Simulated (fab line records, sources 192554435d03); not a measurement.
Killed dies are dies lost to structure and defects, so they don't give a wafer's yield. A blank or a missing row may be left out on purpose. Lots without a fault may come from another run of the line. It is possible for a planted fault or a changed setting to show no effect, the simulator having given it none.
A single fault, viewed from 2 desks / flow n5_finfet / each desk holds nothing but its own numbers, with what lay behind them at the end
Where a reading is given only as a bound, like >300, the bound stands for it, and a mean or a difference that rests on one is marked > or <: the true number lies beyond.

THE DEFECT DESK
Counts from the inspections along the route, per lot, as means over the sampled wafers that have a number. If a lot's mean is further than 4 standard deviations from the usual mean, the lot is out of limits and carries the mark OUT (the distance appears in the brackets).
Columns: A = raw_defect_count at N5_SPACER0_INSPECT_04, usual 140; B = raw_defect_count at N5_SD_EPI_N_INSPECT_26, usual 209; C = raw_defect_count at N5_SD_EPI_P_INSPECT_11, usual 2.2; D = raw_defect_count at N5_SD_EPI_P_INSPECT_26, usual 183
lot=L108; first seen here=day 3 03:48; A=139; B=224; C=2.0; D=219
lot=L110; first seen here=day 3 13:53; A=141; B=211; C=2.3; D=173
lot=L114; first seen here=day 4 10:50; A=137; B=574 (+8.5) OUT; C=>300 (+99 or more) OUT; D=505 (+8.7) OUT
lot=L116; first seen here=day 4 23:02; A=87; B=520 (+7.2) OUT; C=>300 (+99 or more) OUT; D=520 (+9.1) OUT
lot=L120; first seen here=day 6 04:11; A=144; B=212; C=2.3; D=208
lot=L124; first seen here=day 7 10:28; A=130; B=206; C=1.3; D=188
lot=L126; first seen here=day 7 18:14; A=129; B=200; C=3.5; D=161
lot=L127; first seen here=day 7 20:07; A=159; B=200; C=0.5; D=206
lot=L130; first seen here=day 8 15:15; A=132; B=218; C=3.7; D=162
This desk finds L114, L116 out of limits, L114 being first, at day 4 15:40 (raw_defect_count at N5_SD_EPI_N_INSPECT_26). In limits: L108, L110, L120, L124, L126, L127, L130.

METROLOGY DESK
What the gauges read for every lot (on any tool): the sampled wafers with a number, averaged. If a lot's mean is further than 4 standard deviations from the usual mean, the lot is out of limits and carries the mark OUT (the distance appears in the brackets). Only the readings that lie furthest out on some lot appear, 7 of the 10 it has.
Columns: A = DIBL_N at N5_BEOL_M4_RC_MEAS_101, usual 36.1 mV/V; B = DIBL_P at N5_BEOL_M4_RC_MEAS_101, usual 36.3 mV/V; C = IOFF_N at N5_BEOL_M4_RC_MEAS_101, usual 0.15 nA/um; D = IOFF_P at N5_BEOL_M4_RC_MEAS_101, usual 0.21 nA/um; E = ION_P at N5_BEOL_M4_RC_MEAS_101, usual 463 uA/um; F = SS_N at N5_BEOL_M4_RC_MEAS_101, usual 71.5 mV/dec; G = SS_P at N5_BEOL_M4_RC_MEAS_101, usual 73.2 mV/dec
lot=L108; first seen here=day 8 06:25; A=35.5; B=35.6; C=0.14; D=0.21; E=467; F=71.0; G=73.3
lot=L110; first seen here=day 8 08:31; A=35.0; B=36.5; C=0.15; D=0.23; E=482; F=71.4; G=73.1
lot=L114; first seen here=day 9 14:43; A=38.4; B=39.0; C=0.18; D=0.21; E=457; F=72.7; G=73.7
lot=L116; first seen here=day 9 22:32; A=34.9; B=34.5; C=0.12; D=0.16; E=462; F=71.2; G=72.7
lot=L120; first seen here=day 11 06:01; A=36.7; B=36.2; C=0.18; D=0.23; E=470; F=71.5; G=73.1
lot=L124; first seen here=day 12 12:00; A=35.4; B=35.1; C=0.15; D=0.21; E=455; F=71.9; G=73.1
lot=L126; first seen here=day 12 20:33; A=41.1; B=42.0; C=0.23; D=0.29; E=464; F=72.7; G=74.8
lot=L127; first seen here=day 12 20:45; A=36.8; B=38.0; C=0.16; D=0.20; E=462; F=71.8; G=73.3
lot=L130; first seen here=day 13 23:06; A=37.3; B=36.1; C=0.15; D=0.22; E=458; F=71.6; G=72.6
Result from this desk: across the 9 lots, nothing is out of limits.

PUT TOGETHER
The defect desk could have raised an alarm at day 4 15:40, on L114, L116.
Metrology desk: nothing out of limits seen.
The metrology desk has L114, L116 on record, within its limits.
N5_SD_EPI_N_STRIP_18 was run on wet_bench-04 by each of the lots named.

WHAT THE SIMULATOR PUT IN
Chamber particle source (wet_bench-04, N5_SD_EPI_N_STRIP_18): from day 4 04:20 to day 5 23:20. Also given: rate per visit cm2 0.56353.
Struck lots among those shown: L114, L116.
Hours from the fault's start to each desk's first reading out of limits: the defect desk, 11.
